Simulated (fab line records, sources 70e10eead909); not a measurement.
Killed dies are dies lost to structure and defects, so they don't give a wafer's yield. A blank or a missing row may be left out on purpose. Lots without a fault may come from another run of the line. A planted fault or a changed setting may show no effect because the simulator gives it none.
Chamber matching | flow nand_harc | NHARC_A_STAIRCASE_ALD_420 on ald_hk-02: 4 sister chambers
The step deposits SiO2, target thk 20 nm, pulse time 6 s, ald cycles 200. 8 wafers are shown with their chamber, then 7 later ones without.

WAFERS WITH THEIR CHAMBER
wafer  | chamber | heater_power_w (W) | precursor_pulse_height_rel
L082.1 | 3       | 458                | 1.010
L082.2 | 1       | 494                | 0.983
L086.1 | 0       | 482                | 0.997
L084.1 | 0       | 498                | 1.020
L084.2 | 2       | 495                | 0.991
L084.5 | 2       | 493                | 0.967
L089.1 | 1       | 481                | 1.036
L089.2 | 3       | 479                | 1.046

WAFERS WITHOUT THEIR CHAMBER
wafer  | heater_power_w (W) | precursor_pulse_height_rel
L089.4 | 482                | 0.960
L092.1 | 503                | 0.947
L092.2 | 482                | 0.970
L092.3 | 501                | 1.015
L096.1 | 487                | 0.984
L096.2 | 466                | 1.045
L096.5 | 491                | 1.006

WHICH CHAMBER EACH WENT THROUGH
wafer  | from the rows above               | in truth
L089.4 | can't be placed: 2 or 1 or 0 or 3 | 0
L092.1 | can't be placed: 2 or 0 or 1      | 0
L092.2 | can't be placed: 2 or 1 or 0 or 3 | 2
L092.3 | can't be placed: 0 or 1 or 2      | 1
L096.1 | can't be placed: 2 or 1 or 0 or 3 | 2
L096.2 | can't be placed: 3 or 1           | 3
L096.5 | can't be placed: 0 or 1 or 2      | 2
Placed correctly: 0 of 7. Can't be placed from these rows: 7 (the true chamber is among the candidates in 7). Placed wrongly: 0.
How it was worked out, from the rows above alone: a wafer's distance from a chamber is the root of the sum, over the readings, of the square of ((its reading less the chamber's mean) divided by the reading's scatter). The wafer belongs to the nearest chamber; if the next one is less than 2 further off, it can't be placed. A chamber's mean is the mean of its shown wafers. The scatter: the root of (the sum of the squares of (reading less its chamber's mean) over the shown wafers, divided by (wafers less chambers)).
